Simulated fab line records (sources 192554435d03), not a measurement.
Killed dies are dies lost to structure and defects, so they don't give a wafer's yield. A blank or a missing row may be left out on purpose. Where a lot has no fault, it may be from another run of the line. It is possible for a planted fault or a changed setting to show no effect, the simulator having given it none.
fab line records + flow n5_finfet
[record]
- lots = 7
- wafers = 21
route steps=1938 shown BEOL_M3@950 BEOL_M4@1031 BEOL_M5@1116
start_h: hours from the record's first day to the start of the lot's first wafer shown + wait_h: hours from the lot's prior step to this one + " identical to the entry in the row above + L1.1+2: a single row standing in for several wafers + - no value present, or no start provided + * or withheld: withheld + < > ~ a bound
route shown NAME@n: NAME is a module with steps in the file, n the number in the route of the first one + usual: mean and standard deviation over wafers with no fault + same: alike in all rows + chamber/n: place in a boat + sites: readings site by site + _std_site: standard deviation across them + _edge_site: outer sites' mean less inner sites' + radius_mm: for every site, how far away it sits from the centre of the wafer + mask NAME#n: copy n + behind: the most recent tool/chamber to have shaped the wafer + hold: the reason the lot was held/the length of the hold in hours/how it ended + device: transistor that didn't switch, given as n, p or np + end of line: tests run on the same wafers once the route is complete + for a step that has no rows: nothing shown but its recipe + killed: count of dies lost to structure and defects at first sort (not the wafer's yield) + map: dies across one wafer; x = killed, . = not, _ = none there
set.NAME: the setting as run; set.NAME@STEP: as run at that earlier step + model.NAME: the simulator's own value behind a step, which no gauge read
lots with deliberately changed settings; one table per step, one row per wafer
[[steps]]
[step N5_BEOL_M3_ETCH_64]
[recipe]
- chemistry = N2/H2
- target = SOC
- target_depth_a = 750
- overetch_a = 150
- mask_material = SiARC
- temp_c = 40
- time_s = 112.5
- ion_energy_ev = 200
- pressure_mtorr = 30
- source_w = 840
- bias_w = 150
- n2_flow_sccm = 200
- h2_flow_sccm = 200
| lot.wafer  | tool        | chamber | start_h | wait_h | set.time_s | model.SiARC_of_BEOL_M3_COAT_62.thk_nm |
|------------|-------------|---------|---------|--------|------------|---------------------------------------|
| L077.1+2   | rie_diel-06 | 1,3     | 171.50  | 0.0    | 88.93      | 7.8                                   |
| L077.4     | "           | 2       | "       | "      | 112.5      | 6.6                                   |
| L079.2+4+6 | rie_diel-04 | 1,1,2   | 176.78  | 0.0    | 112.5      | 6.8                                   |
| L081.2+4   | rie_diel-06 | 0,1     | 191.81  | 0.0    | 112.5      | 6.8                                   |
| L081.5     | "           | 2       | "       | "      | 112.5      | 6.6                                   |
| L083.2     | rie_diel-04 | 0       | 211.09  | 0.0    | 112.5      | 6.8                                   |
| L083.5+6   | "           | 2,1     | "       | "      | 122.2      | 6.4                                   |
| L090.1     | rie_diel-03 | 2       | 242.06  | 0.0    | 112.5      | 6.6                                   |
| L090.3     | "           | 1       | "       | "      | 112.5      | 6.8                                   |
| L090.4     | "           | 0       | "       | "      | 119.1      | 6.4                                   |
| L091.2     | rie_diel-04 | 0       | 253.21  | 0.0    | 112.5      | 6.8                                   |
| L091.4     | "           | 3       | "       | "      | 123.5      | 6.2                                   |
| L091.6     | "           | 1       | "       | "      | 112.5      | 7                                     |
| L092.1     | rie_diel-06 | 3       | 256.33  | 0.0    | 94.59      | 7.6                                   |
| L092.5     | "           | 3       | "       | "      | 112.5      | 6.8                                   |
| L092.6     | "           | 2       | "       | "      | 112.5      | 6.6                                   |
[step N5_BEOL_M4_EXPOSE_08]
[recipe]
- mask_id = M4
- na = 0.33
- source_shape = dipole
- sigma_inner = 0.369
- sigma_outer = 0.767
- polarization = unpolarized
- dose_mj = 41.25
| lot.wafer  | tool           | chamber | start_h | wait_h | mask | set.dose_mj |
|------------|----------------|---------|---------|--------|------|-------------|
| L077.1     | euv_scanner-01 | 0       | 182.92  | -      | M4#0 | 41.25       |
| L077.2+4   | "              | 0       | "       | "      | M4#0 | 43.56       |
| L079.2+4+6 | euv_scanner-02 | 0       | 187.74  | -      | M4#0 | 41.25       |
| L081.2     | euv_scanner-01 | 0       | 204.28  | -      | M4#0 | 41.25       |
| L081.4+5   | "              | 0       | "       | "      | M4#0 | 38.81       |
| L083.2+5   | euv_scanner-02 | 0       | 232.80  | -      | M4#0 | 38.96       |
| L083.6     | "              | 0       | "       | "      | M4#0 | 41.25       |
| L090.1+4   | euv_scanner-01 | 0       | 248.91  | -      | M4#0 | 38.3        |
| L090.3     | "              | 0       | "       | "      | M4#0 | 41.25       |
| L091.2+4   | euv_scanner-02 | 0       | 265.20  | -      | M4#0 | 41.25       |
| L091.6     | "              | 0       | "       | "      | M4#0 | 39.71       |
| L092.1+5+6 | euv_scanner-02 | 0       | 268.61  | -      | M4#0 | 41.25       |
[step N5_BEOL_M4_PEB_09]
[recipe]
- peb_temp_c = 100
- peb_time_s = 60
- resist = CAR-EUV
[step N5_BEOL_M4_DEVELOP_10]
[recipe]
- develop_time_s = 30
- developer = TMAH
- resist = CAR-EUV
- rinse_liquid = surfactant_rinse
- dry = air_spin
- dev_temp_c = 23
[step N5_BEOL_M4_CD_MEAS_11]
[recipe]
- target_cd_nm = 16.79
- landing_energy_ev = 500
- detector = se_inlens
- polarity = opening
[usual]
- cd_nm = 16.80/0.25
| lot.wafer | tool      | chamber | start_h | wait_h | set.dose_mj@BEOL_M4_EXPOSE_08 | cd_nm |
|-----------|-----------|---------|---------|--------|-------------------------------|-------|
| L077.1    | cd_sem-01 | 0       | 183.06  | -      | 41.25                         | 16.85 |
| L077.2    | "         | 0       | "       | "      | 43.56                         | 17.74 |
| L077.4    | "         | 0       | "       | "      | 43.56                         | 18.00 |
| L079.2    | cd_sem-03 | 0       | 187.86  | -      | 41.25                         | 16.91 |
| L079.4    | "         | 0       | "       | "      | 41.25                         | 17.13 |
| L079.6    | "         | 0       | "       | "      | 41.25                         | 16.51 |
| L081.2    | cd_sem-01 | 0       | 204.41  | -      | 41.25                         | 16.71 |
| L081.4    | "         | 0       | "       | "      | 38.81                         | 15.82 |
| L081.5    | "         | 0       | "       | "      | 38.81                         | 15.39 |
| L083.2    | cd_sem-01 | 0       | 232.92  | -      | 38.96                         | 15.70 |
| L083.5    | "         | 0       | "       | "      | 38.96                         | 15.61 |
| L083.6    | "         | 0       | "       | "      | 41.25                         | 17.24 |
| L090.1    | cd_sem-02 | 0       | 249.04  | -      | 38.3                          | 15.18 |
| L090.3    | "         | 0       | "       | "      | 41.25                         | 16.96 |
| L090.4    | "         | 0       | "       | "      | 38.3                          | 15.07 |
| L091.2    | cd_sem-03 | 0       | 265.32  | -      | 41.25                         | 16.72 |
| L091.4    | "         | 0       | "       | "      | 41.25                         | 17.02 |
| L091.6    | "         | 0       | "       | "      | 39.71                         | 16.17 |
| L092.1    | cd_sem-03 | 0       | 268.74  | -      | 41.25                         | 16.74 |
| L092.5    | "         | 0       | "       | "      | 41.25                         | 16.77 |
| L092.6    | "         | 0       | "       | "      | 41.25                         | 16.53 |
[step N5_BEOL_M4_DESCUM_16]
[recipe]
- chemistry = O2
- time_s = 7
- source_power_w = 50
- bias_power_w = 20
- pressure_mtorr = 20
- rf_frequency_hz = 2.712e+07
- temp_c = 40
- resist = CAR-EUV
- o2_flow_sccm = 225
[step N5_BEOL_M4_ETCH_74]
[recipe]
- chemistry = N2/H2
- target = underlayer
- target_depth_a = 65
- mask_material = CAR-EUV
- time_s = 5.2
- ion_energy_ev = 200
- pressure_mtorr = 30
- source_w = 840
- bias_w = 150
- n2_flow_sccm = 200
- h2_flow_sccm = 200
- ends = cleared
| lot.wafer | tool        | chamber | start_h | wait_h | set.dose_mj@BEOL_M4_EXPOSE_08 | model.BEOL_M4.cd_offset_nm |
|-----------|-------------|---------|---------|--------|-------------------------------|----------------------------|
| L077.1    | rie_diel-02 | 3       | 183.21  | 0.0    | 41.25                         | -0.2                       |
| L077.2    | "           | 1       | "       | "      | 43.56                         | 0.8                        |
| L077.4    | "           | 2       | "       | "      | 43.56                         | 1                          |
| L079.2+6  | rie_diel-02 | 1,0     | 188.02  | 0.0    | 41.25                         | 0                          |
| L079.4    | "           | 2       | "       | "      | 41.25                         | 0.2                        |
| L081.2    | rie_diel-02 | 0       | 204.58  | 0.0    | 41.25                         | 0.2                        |
| L081.4+5  | "           | 1       | "       | "      | 38.81                         | -1.2                       |
| L083.2    | rie_diel-05 | 3       | 233.09  | 0.0    | 38.96                         | -1                         |
| L083.5    | "           | 2       | "       | "      | 38.96                         | -0.8                       |
| L083.6    | "           | 1       | "       | "      | 41.25                         | 0.2                        |
| L090.1    | rie_diel-02 | 1       | 249.26  | 0.0    | 38.3                          | -1.6                       |
| L090.3    | "           | 0       | "       | "      | 41.25                         | 0                          |
| L090.4    | "           | 2       | "       | "      | 38.3                          | -1.4                       |
| L091.2+4  | rie_diel-02 | 3,0     | 265.50  | 0.0    | 41.25                         | -0.2                       |
| L091.6    | "           | 0       | "       | "      | 39.71                         | -0.8                       |
| L092.1    | rie_diel-01 | 0       | 268.91  | 0.0    | 41.25                         | -0.2                       |
| L092.5+6  | "           | 0,1     | "       | "      | 41.25                         | 0                          |
[step N5_BEOL_M4_ETCH_63]
[recipe]
- chemistry = CF4
- target = SiARC
- target_depth_a = 156
- mask_material = CAR-EUV
- time_s = 26
- ion_energy_ev = 80
- pressure_mtorr = 40
- source_w = 545
- bias_w = 36
- Ar_flow_sccm = 100
- cf4_flow_sccm = 100
- ends = cleared
| lot.wafer  | tool        | chamber | start_h | wait_h | set.dose_mj@BEOL_M4_EXPOSE_08 | model.BEOL_M4.cd_offset_nm |
|------------|-------------|---------|---------|--------|-------------------------------|----------------------------|
| L077.1     | rie_diel-02 | 3       | 183.23  | 0.0    | 41.25                         | -0.2                       |
| L077.2+4   | "           | 1,2     | "       | "      | 43.56                         | 0.8                        |
| L079.2+4+6 | rie_diel-02 | 1,2,0   | 188.04  | 0.0    | 41.25                         | 0                          |
| L081.2     | rie_diel-02 | 0       | 204.59  | 0.0    | 41.25                         | 0                          |
| L081.4+5   | "           | 1       | "       | "      | 38.81                         | -1.2                       |
| L083.2     | rie_diel-05 | 3       | 233.11  | 0.0    | 38.96                         | -1                         |
| L083.5     | "           | 2       | "       | "      | 38.96                         | -0.8                       |
| L083.6     | "           | 1       | "       | "      | 41.25                         | 0.2                        |
| L090.1+4   | rie_diel-02 | 1,2     | 249.28  | 0.0    | 38.3                          | -1.4                       |
| L090.3     | "           | 0       | "       | "      | 41.25                         | 0                          |
| L091.2     | rie_diel-02 | 3       | 265.52  | 0.0    | 41.25                         | -0.2                       |
| L091.4     | "           | 0       | "       | "      | 41.25                         | -0.4                       |
| L091.6     | "           | 0       | "       | "      | 39.71                         | -0.8                       |
| L092.1     | rie_diel-01 | 0       | 268.93  | 0.0    | 41.25                         | -0.2                       |
| L092.5+6   | "           | 0,1     | "       | "      | 41.25                         | 0                          |
[step N5_BEOL_M4_ETCH_64]
[recipe]
- chemistry = N2/H2
- target = SOC
- target_depth_a = 750
- overetch_a = 225
- mask_material = SiARC
- temp_c = 40
- time_s = 121.9
- ion_energy_ev = 200
- pressure_mtorr = 30
- source_w = 840
- bias_w = 150
- n2_flow_sccm = 200
- h2_flow_sccm = 200
[step N5_BEOL_M4_STRIP_65]
[recipe]
- chemistry = N2/H2
- temp_c = 40
- n2_flow_sccm = 200
- h2_flow_sccm = 200
- rf_frequency_hz = 6e+07
[step N5_BEOL_M4_STRIP_75]
[recipe]
- chemistry = N2/H2
- temp_c = 40
- n2_flow_sccm = 200
- h2_flow_sccm = 200
- rf_frequency_hz = 6e+07
[step N5_BEOL_M4_STRIP_66]
[recipe]
- chemistry = CF4
- resist = SiARC
- power_w = 300
- bias_power_w = 75
- pressure_mtorr = 50
- cf4_flow_sccm = 150
- rf_frequency_hz = 6e+07
[step N5_BEOL_M4_HM_OPEN_17]
[recipe]
- chemistry = Cl2/BCl3
- target_depth_a = 200
- overetch_a = 60
- target = TiN
- mask_material = SOC
- ion_energy_ev = 150
- pressure_mtorr = 10
- icp_w = 1000
- bias_w = 126
- Cl2_flow_sccm = 53.25
- bcl3_flow_sccm = 21.75
- Ar_flow_sccm = 25
| lot.wafer  | tool         | chamber | start_h | wait_h | set.dose_mj@BEOL_M4_EXPOSE_08 | model.BEOL_M4.cd_offset_nm |
|------------|--------------|---------|---------|--------|-------------------------------|----------------------------|
| L077.1     | rie_metal-01 | 1       | 183.43  | 0.0    | 41.25                         | -0.2                       |
| L077.2+4   | "            | 1       | "       | "      | 43.56                         | 0.8                        |
| L079.2+4   | rie_metal-01 | 1       | 188.27  | 0.1    | 41.25                         | 0.2                        |
| L079.6     | "            | 1       | "       | "      | 41.25                         | 0                          |
| L081.2     | rie_metal-02 | 0       | 204.79  | 0.0    | 41.25                         | -0.2                       |
| L081.4+5   | "            | 1       | "       | "      | 38.81                         | -1.4                       |
| L083.2     | rie_metal-02 | 1       | 233.31  | 0.0    | 38.96                         | -1                         |
| L083.5     | "            | 1       | "       | "      | 38.96                         | -0.8                       |
| L083.6     | "            | 0       | "       | "      | 41.25                         | 0                          |
| L090.1+4   | rie_metal-02 | 1,0     | 249.48  | 0.0    | 38.3                          | -1.4                       |
| L090.3     | "            | 1       | "       | "      | 41.25                         | 0                          |
| L091.2     | rie_metal-02 | 1       | 265.72  | 0.0    | 41.25                         | -0.4                       |
| L091.4     | "            | 0       | "       | "      | 41.25                         | -0.6                       |
| L091.6     | "            | 1       | "       | "      | 39.71                         | -1                         |
| L092.1+5+6 | rie_metal-03 | 1,1,0   | 269.13  | 0.0    | 41.25                         | 0.2                        |
[step N5_BEOL_M4_DESCUM_33]
[recipe]
- chemistry = O2
- time_s = 7
- source_power_w = 50
- bias_power_w = 20
- pressure_mtorr = 20
- rf_frequency_hz = 2.712e+07
- temp_c = 40
- resist = CAR-EUV
- o2_flow_sccm = 225
| lot.wafer  | tool        | chamber | start_h | wait_h | set.time_s | model.CAR-EUV_of_BEOL_M4_COAT_22.thk_nm |
|------------|-------------|---------|---------|--------|------------|-----------------------------------------|
| L077.1+4   | rie_diel-01 | 0,3     | 184.33  | 0.0    | 7          | 26                                      |
| L077.2     | "           | 1       | "       | "      | 8.421      | 25.2                                    |
| L079.2+6   | rie_diel-02 | 3,1     | 189.08  | 0.0    | 7          | 26.2                                    |
| L079.4     | "           | 2       | "       | "      | 7          | 26.4                                    |
| L081.2     | rie_diel-05 | 0       | 205.57  | 0.0    | 5.903      | 26.6                                    |
| L081.4     | "           | 2       | "       | "      | 7          | 26                                      |
| L081.5     | "           | 3       | "       | "      | 7          | 26.2                                    |
| L083.2+5+6 | rie_diel-02 | 3,2,1   | 233.93  | 0.0    | 7          | 26                                      |
| L090.1+4   | rie_diel-05 | 2,1     | 250.52  | 0.4    | 7          | 26                                      |
| L090.3     | "           | 0       | "       | "      | 7.495      | 25.8                                    |
| L091.2+6   | rie_diel-01 | 0,1     | 266.47  | 0.0    | 7          | 26.2                                    |
| L091.4     | "           | 2       | "       | "      | 5.56       | 27                                      |
| L092.1+6   | rie_diel-01 | 2,3     | 269.88  | 0.0    | 7          | 26.2                                    |
| L092.5     | "           | 0       | "       | "      | 7.865      | 25.6                                    |
[step N5_BEOL_M4_ETCH_77]
[recipe]
- chemistry = N2/H2
- target = underlayer
- target_depth_a = 65
- mask_material = CAR-EUV
- time_s = 5.2
- ion_energy_ev = 200
- pressure_mtorr = 30
- source_w = 840
- bias_w = 150
- n2_flow_sccm = 200
- h2_flow_sccm = 200
- ends = cleared
| lot.wafer | tool        | chamber | start_h | wait_h | set.time_s@BEOL_M4_DESCUM_33 | model.CAR-EUV_of_BEOL_M4_COAT_22.thk_nm |
|-----------|-------------|---------|---------|--------|------------------------------|-----------------------------------------|
| L077.1+4  | rie_diel-01 | 0,3     | 184.36  | 0.0    | 7                            | 20.2                                    |
| L077.2    | "           | 1       | "       | "      | 8.421                        | 19.6                                    |
| L079.2    | rie_diel-02 | 3       | 189.11  | 0.0    | 7                            | 20.4                                    |
| L079.4+6  | "           | 2,1     | "       | "      | 7                            | 20.6                                    |
| L081.2    | rie_diel-05 | 0       | 205.61  | 0.0    | 5.903                        | 20.8                                    |
| L081.4+5  | "           | 2,3     | "       | "      | 7                            | 20.4                                    |
| L083.2+5  | rie_diel-02 | 3,2     | 233.97  | 0.0    | 7                            | 20.4                                    |
| L083.6    | "           | 1       | "       | "      | 7                            | 20.2                                    |
| L090.1+4  | rie_diel-05 | 2,1     | 250.55  | 0.0    | 7                            | 20.4                                    |
| L090.3    | "           | 0       | "       | "      | 7.495                        | 20                                      |
| L091.2+6  | rie_diel-01 | 0,1     | 266.50  | 0.0    | 7                            | 20.4                                    |
| L091.4    | "           | 2       | "       | "      | 5.56                         | 21.2                                    |
| L092.1+6  | rie_diel-01 | 2,3     | 269.91  | 0.0    | 7                            | 20.4                                    |
| L092.5    | "           | 0       | "       | "      | 7.865                        | 20                                      |
[step N5_BEOL_M4_ETCH_69]
[recipe]
- chemistry = CF4
- target = SiARC
- target_depth_a = 156
- mask_material = CAR-EUV
- time_s = 26
- ion_energy_ev = 80
- pressure_mtorr = 40
- source_w = 545
- bias_w = 36
- Ar_flow_sccm = 100
- cf4_flow_sccm = 100
- ends = cleared
| lot.wafer | tool        | chamber | start_h | wait_h | set.time_s@BEOL_M4_DESCUM_33 | model.CAR-EUV_of_BEOL_M4_COAT_22.thk_nm |
|-----------|-------------|---------|---------|--------|------------------------------|-----------------------------------------|
| L077.1+4  | rie_diel-01 | 0,3     | 184.38  | 0.0    | 7                            | 11                                      |
| L077.2    | "           | 1       | "       | "      | 8.421                        | 10.4                                    |
| L079.2+6  | rie_diel-02 | 3,1     | 189.13  | 0.0    | 7                            | 11.2                                    |
| L079.4    | "           | 2       | "       | "      | 7                            | 11.4                                    |
| L081.2    | rie_diel-05 | 0       | 205.62  | 0.0    | 5.903                        | 11.6                                    |
| L081.4+5  | "           | 2,3     | "       | "      | 7                            | 11.2                                    |
| L083.2+5  | rie_diel-02 | 3,2     | 233.98  | 0.0    | 7                            | 11.2                                    |
| L083.6    | "           | 1       | "       | "      | 7                            | 11                                      |
| L090.1+4  | rie_diel-05 | 2,1     | 250.57  | 0.0    | 7                            | 11.2                                    |
| L090.3    | "           | 0       | "       | "      | 7.495                        | 10.8                                    |
| L091.2    | rie_diel-01 | 0       | 266.52  | 0.0    | 7                            | 11.2                                    |
| L091.4    | "           | 2       | "       | "      | 5.56                         | 12                                      |
| L091.6    | "           | 1       | "       | "      | 7                            | 11.4                                    |
| L092.1+6  | rie_diel-01 | 2,3     | 269.93  | 0.0    | 7                            | 11.2                                    |
| L092.5    | "           | 0       | "       | "      | 7.865                        | 10.8                                    |
[step N5_BEOL_M4_ALD_98]
[recipe]
- material = SiO2
- target_thk_a = 25
- temp_c = 100
- ald_precursor_family = BDEAS
- ald_co_reactant = O2-plasma
- pulse_time_s = 1
- co_reactant_pulse_time_s = 1
- purge_time_s = 2
- co_reactant_purge_time_s = 2
- ald_cycles = 17
- pressure_torr = 2
| lot.wafer  | tool       | chamber | start_h | wait_h | set.ald_cycles |
|------------|------------|---------|---------|--------|----------------|
| L077.1+2+4 | ald_sin-02 | 0,2,3   | 185.48  | 1.1    | 17             |
| L079.2+4+6 | ald_sin-01 | 2,0,1   | 189.66  | 0.5    | 17             |
| L081.2+5   | ald_sin-02 | 2,0     | 206.23  | 0.6    | 17             |
| L081.4     | "          | 3       | "       | "      | 19             |
| L083.2+5   | ald_sin-02 | 0,1     | 234.10  | 0.1    | 16             |
| L083.6     | "          | 0       | "       | "      | 17             |
| L090.1+3+4 | ald_sin-01 | 0,3,1   | 250.65  | 0.1    | 17             |
| L091.2+4+6 | ald_sin-02 | 0,2,1   | 266.65  | 0.1    | 17             |
| L092.1+5   | ald_sin-02 | 2       | 270.18  | 0.2    | 17             |
| L092.6     | "          | 1       | "       | "      | 15             |
[step N5_BEOL_M4_ETCHBACK_99]
[recipe]
- chemistry = CHF3
- target = SiO2
- target_depth_a = 50
- time_s = 10.4
- source_w = 215
- bias_w = 47
- Ar_flow_sccm = 200
- CHF3_flow_sccm = 12
- ion_energy_ev = 100
- pressure_mtorr = 30
| lot.wafer | tool        | chamber | start_h | wait_h | set.time_s@BEOL_M4_DESCUM_33 | model.CAR-EUV_of_BEOL_M4_COAT_22.thk_nm |
|-----------|-------------|---------|---------|--------|------------------------------|-----------------------------------------|
| L077.1    | rie_diel-05 | 3       | 190.88  | 5.3    | 7                            | 10.2                                    |
| L077.2    | "           | 0       | "       | "      | 8.421                        | 9.6                                     |
| L077.4    | "           | 2       | "       | "      | 7                            | 10.4                                    |
| L079.2    | rie_diel-01 | 0       | 190.91  | 1.2    | 7                            | 10.4                                    |
| L079.4+6  | "           | 3       | "       | "      | 7                            | 10.6                                    |
| L081.2    | rie_diel-02 | 3       | 206.87  | 0.6    | 5.903                        | 11                                      |
| L081.4+5  | "           | 2,0     | "       | "      | 7                            | 10.4                                    |
| L083.2+5  | rie_diel-05 | 3,1     | 234.62  | 0.5    | 7                            | 10.4                                    |
| L083.6    | "           | 3       | "       | "      | 7                            | 10.2                                    |
| L090.1+4  | rie_diel-05 | 1,0     | 257.50  | 6.8    | 7                            | 10.4                                    |
| L090.3    | "           | 2       | "       | "      | 7.495                        | 10.2                                    |
| L091.2    | rie_diel-01 | 2       | 267.37  | 0.7    | 7                            | 10.4                                    |
| L091.4    | "           | 3       | "       | "      | 5.56                         | 11.2                                    |
| L091.6    | "           | 1       | "       | "      | 7                            | 10.6                                    |
| L092.1    | rie_diel-02 | 0       | 278.32  | 8.1    | 7                            | 10.4                                    |
| L092.5    | "           | 3       | "       | "      | 7.865                        | 10                                      |
| L092.6    | "           | 2       | "       | "      | 7                            | 10.6                                    |
[step N5_BEOL_M4_ETCH_70]
[recipe]
- chemistry = N2/H2
- target = SOC
- target_depth_a = 800
- overetch_a = 240
- mask_material = SiARC
- temp_c = 40
- time_s = 130
- ion_energy_ev = 200
- pressure_mtorr = 30
- source_w = 840
- bias_w = 150
- n2_flow_sccm = 200
- h2_flow_sccm = 200
[step N5_BEOL_M4_STRIP_71]
[recipe]
- chemistry = N2/H2
- temp_c = 40
- n2_flow_sccm = 200
- h2_flow_sccm = 200
- rf_frequency_hz = 6e+07
[step N5_BEOL_M4_PRECLEAN_42]
[recipe]
- chemistry = residue_remover
- time_s = 60
- temp_c = 40
[step N5_BEOL_M4_SRD_43]
[recipe]
- time_s = 30
- temp_c = 23
- rinse_liquid = diw
- dry = ipa_marangoni
[step N5_BEOL_M4_CD_MEAS_35]
[recipe]
- target_cd_nm = 18
- target_cd_y_nm = 22.4
- polarity = opening
[usual]
- cd_nm = 17.9/0.31
| lot.wafer | tool      | chamber | start_h | wait_h | set.dose_mj@BEOL_M4_EXPOSE_08 | cd_nm |
|-----------|-----------|---------|---------|--------|-------------------------------|-------|
| L077.1    | cd_sem-01 | -       | 191.43  | 0.0    | 41.25                         | 17.9  |
| L077.2    | "         | -       | "       | "      | 43.56                         | 18.5  |
| L077.4    | "         | -       | "       | "      | 43.56                         | 18.6  |
| L079.2    | cd_sem-01 | -       | 191.46  | 0.0    | 41.25                         | 18.4  |
| L079.4    | "         | -       | "       | "      | 41.25                         | 18.0  |
| L079.6    | "         | -       | "       | "      | 41.25                         | 18.0  |
| L081.2    | cd_sem-03 | -       | 207.52  | 0.0    | 41.25                         | 17.9  |
| L081.4    | "         | -       | "       | "      | 38.81                         | 16.7  |
| L081.5    | "         | -       | "       | "      | 38.81                         | 17.1  |
| L083.2    | cd_sem-02 | -       | 235.17  | 0.0    | 38.96                         | 17.1  |
| L083.5    | "         | -       | "       | "      | 38.96                         | 17.2  |
| L083.6    | "         | -       | "       | "      | 41.25                         | 18.2  |
| L090.1    | cd_sem-02 | -       | 258.05  | 0.0    | 38.3                          | 16.5  |
| L090.3    | "         | -       | "       | "      | 41.25                         | 18.1  |
| L090.4    | "         | -       | "       | "      | 38.3                          | 16.4  |
| L091.2    | cd_sem-01 | -       | 267.93  | 0.0    | 41.25                         | 17.5  |
| L091.4    | "         | -       | "       | "      | 41.25                         | 17.2  |
| L091.6    | "         | -       | "       | "      | 39.71                         | 17.2  |
| L092.1    | cd_sem-01 | -       | 278.87  | 0.0    | 41.25                         | 18.2  |
| L092.5    | "         | -       | "       | "      | 41.25                         | 18.2  |
| L092.6    | "         | -       | "       | "      | 41.25                         | 18.1  |
[step N5_BEOL_M5_HM_DEP_02]
[recipe]
- material = TiN
- target_thk_a = 200
- temp_c = 25
- chamber_pressure_pa = 0.49996
| lot.wafer  | tool           | chamber | start_h | wait_h | set.target_thk_a | model.TiN_of_BEOL_M5_HM_DEP_02.thk_nm |
|------------|----------------|---------|---------|--------|------------------|---------------------------------------|
| L077.1     | pvd_sputter-02 | -       | 197.48  | 0.2    | 200              | 19.8                                  |
| L077.2     | "              | -       | "       | "      | 180.1            | 17.8                                  |
| L077.4     | "              | -       | "       | "      | 180.1            | 17.6                                  |
| L079.2+4+6 | pvd_sputter-03 | -       | 204.29  | 1.1    | 200              | 20                                    |
| L081.2     | pvd_sputter-02 | -       | 215.82  | 1.2    | 200              | 20                                    |
| L081.4     | "              | -       | "       | "      | 217.2            | 21.6                                  |
| L081.5     | "              | -       | "       | "      | 200              | 19.8                                  |
| L083.2     | pvd_sputter-03 | -       | 243.75  | 1.9    | 208.7            | 20.8                                  |
| L083.5     | "              | -       | "       | "      | 208.7            | 20.6                                  |
| L083.6     | "              | -       | "       | "      | 200              | 20                                    |
| L090.1     | pvd_sputter-01 | -       | 265.00  | 1.2    | 223.6            | 22.4                                  |
| L090.3+4   | "              | -       | "       | "      | 223.6            | 22.8                                  |
| L091.2+6   | pvd_sputter-02 | -       | 274.21  | 0.7    | 211.6            | 21                                    |
| L091.4     | "              | -       | "       | "      | 200              | 19.8                                  |
| L092.1     | pvd_sputter-02 | -       | 285.23  | 0.9    | 220.7            | 22                                    |
| L092.5+6   | "              | -       | "       | "      | 200              | 20                                    |
[[key]]
[split]
- step = N5_BEOL_M3_ETCH_64
- setting = time_s
- stated = 112.5
- by = wafer
[response]
- step = N5_BEOL_M3_ETCH_64
- reading = model.SiARC_of_BEOL_M3_COAT_62.thk_nm
- change = -0.0575
- per = 1%
- r = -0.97
[split]
- step = N5_BEOL_M4_EXPOSE_08
- setting = dose_mj
- stated = 41.25
- by = wafer
[response]
- step = N5_BEOL_M4_CD_MEAS_11
- reading = cd_nm
- change = +0.227
- per = 1%
- r = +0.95
[response]
- step = N5_BEOL_M4_ETCH_74
- reading = model.BEOL_M4.cd_offset_nm
- change = +0.207
- per = 1%
- r = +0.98
[response]
- step = N5_BEOL_M4_ETCH_63
- reading = model.BEOL_M4.cd_offset_nm
- change = +0.189
- per = 1%
- r = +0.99
[response]
- step = N5_BEOL_M4_HM_OPEN_17
- reading = model.BEOL_M4.cd_offset_nm
- change = +0.182
- per = 1%
- r = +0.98
[response]
- step = N5_BEOL_M4_CD_MEAS_35
- reading = cd_nm
- change = +0.172
- per = 1%
- r = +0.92
[split]
- step = N5_BEOL_M4_DESCUM_33
- setting = time_s
- stated = 7
- by = wafer
[response]
- step = N5_BEOL_M4_DESCUM_33
- reading = model.CAR-EUV_of_BEOL_M4_COAT_22.thk_nm
- change = -0.0385
- per = 1%
- r = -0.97
[response]
- step = N5_BEOL_M4_ETCH_77
- reading = model.CAR-EUV_of_BEOL_M4_COAT_22.thk_nm
- change = -0.0332
- per = 1%
- r = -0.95
[response]
- step = N5_BEOL_M4_ETCH_69
- reading = model.CAR-EUV_of_BEOL_M4_COAT_22.thk_nm
- change = -0.0316
- per = 1%
- r = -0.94
[response]
- step = N5_BEOL_M4_ETCHBACK_99
- reading = model.CAR-EUV_of_BEOL_M4_COAT_22.thk_nm
- change = -0.0355
- per = 1%
- r = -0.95
[split]
- step = N5_BEOL_M4_ALD_98
- setting = ald_cycles
- stated = 17
- by = wafer
response none clear
[split]
- step = N5_BEOL_M5_HM_DEP_02
- setting = target_thk_a
- stated = 200
- by = wafer
[response]
- step = N5_BEOL_M5_HM_DEP_02
- reading = model.TiN_of_BEOL_M5_HM_DEP_02.thk_nm
- change = +0.199
- per = 1%
- r = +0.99
